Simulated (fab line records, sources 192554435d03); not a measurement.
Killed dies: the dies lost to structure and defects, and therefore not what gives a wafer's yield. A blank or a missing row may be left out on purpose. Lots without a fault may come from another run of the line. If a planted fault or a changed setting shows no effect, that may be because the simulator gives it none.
Split-lot study    flow n5-finfet    21 wafers read from 7 lots, route of 1938 steps

## THE SPLIT ITSELF
At N5_BEOL_M1_ETCH_64 (etches SOC in N2/H2, target depth 75 nm, overetch 15 nm, time 112.5 s), the setting source-w was moved away from the recipe's 840 W on 8 of the 21 wafers read, by -8.8% to +17.6%. All remaining wafers had this setting at the recipe value.

The reading is taken at the split's own step.

## THE READING
rf-vpp-V, in V, at N5_BEOL_M1_ETCH_64 (etches SOC in N2/H2, target depth 75 nm, overetch 15 nm, time 112.5 s). Typical for fault-free wafers on this fab line: 523.6 V, with standard deviation 2.2 V.

wafer   tool, chamber at the split  source-w as run, W  against the recipe  rf-vpp-V, V  against lot-mates on the recipe
L075.1  rie-diel-06, 3              765.7               -8.8%               538.6        +15.5
L075.5  rie-diel-06, 0              840                 recipe              523.1        -
L075.6  rie-diel-06, 1              765.7               -8.8%               545.2        +22.1
L076.1  rie-diel-04, 3              840                 recipe              522.3        -
L076.2  rie-diel-04, 1              840                 recipe              522.0        -
L076.3  rie-diel-04, 2              840                 recipe              527.0        -
L080.1  rie-diel-05, 3              840                 recipe              527.2        -
L080.3  rie-diel-05, 1              940.2               +11.9%              504.5        -22.7
L080.5  rie-diel-05, 3              940.2               +11.9%              508.1        -19.1
L083.2  rie-diel-05, 3              840                 recipe              526.1        -
L083.3  rie-diel-05, 0              840                 recipe              522.2        -
L083.4  rie-diel-05, 2              840                 recipe              525.9        -
L092.1  rie-diel-05, 1              840                 recipe              523.2        -
L092.4  rie-diel-05, 0              887.3               +5.6%               511.3        -11.9
L092.5  rie-diel-05, 1              887.3               +5.6%               513.9        -9.3
L094.1  rie-diel-05, 1              840                 recipe              524.9        -
L094.2  rie-diel-05, 2              840                 recipe              524.8        -
L094.4  rie-diel-05, 3              840                 recipe              526.5        -
L096.1  rie-diel-06, 3              987.8               +17.6%              494.5        -33.7
L096.2  rie-diel-06, 2              987.8               +17.6%              493.5        -34.7
L096.3  rie-diel-06, 1              840                 recipe              528.2        -

THE FIT
A straight line over all 21 wafers: rf-vpp-V changes by -1.76 V for each +1% of source-w; r = -0.98; the points scatter about the line by 2.4 V.
The same after taking each lot's own level away (the mean of its wafers on the recipe; 21 wafers): -1.93 V for each +1%; r = -0.99; scatter 1.9 V.
That fit puts the effect of the largest move of source-w on the reading at 34 V.
The span of the lots' own levels, 523.10 to 528.20 V, comes to 2.3 times the standard deviation stated above.
The two slopes agree, so the slope changes little with the lot-to-lot level.
Check: for one of the wafers moved furthest among these (+17.6%), held out of the fit, the line's prediction against its lot-mates is -33.6 V. Against them it came out at -33.7 V.
Tool readings at the split's step, against how far the setting was moved: rf-vpp-V r = -0.98.

## ADDITIONAL SPLITS CARRIED BY THESE WAFERS
These wafers also went through other splits before the reading. Each is held against what the fit with the lots' levels taken away leaves over:
other split on the same wafers           wafers away from the commonest value  r with rf-vpp-V (lot level and that fit taken away)
N5_GATE_CUT_COAT_27 spin-rpm             5                                     +0.02
N5_MOL_CONTACT_COAG_SPUTTER_130 power-w  9                                     -0.33
N5_BEOL_M0_SAQP_ETCH_107 source-w        9                                     -0.17
N5_BEOL_M1_ILD_DEP_00 time-s             4                                     -0.65
N5_BEOL_M1_PECVD_72 time-s               6                                     -0.29
N5_BEOL_M1_EXPOSE_08 dose-mj             9                                     +0.13

## THE FILE'S OWN FIT
rf-vpp-V changes by -1.91 V for each +1% of source-w, r = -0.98.
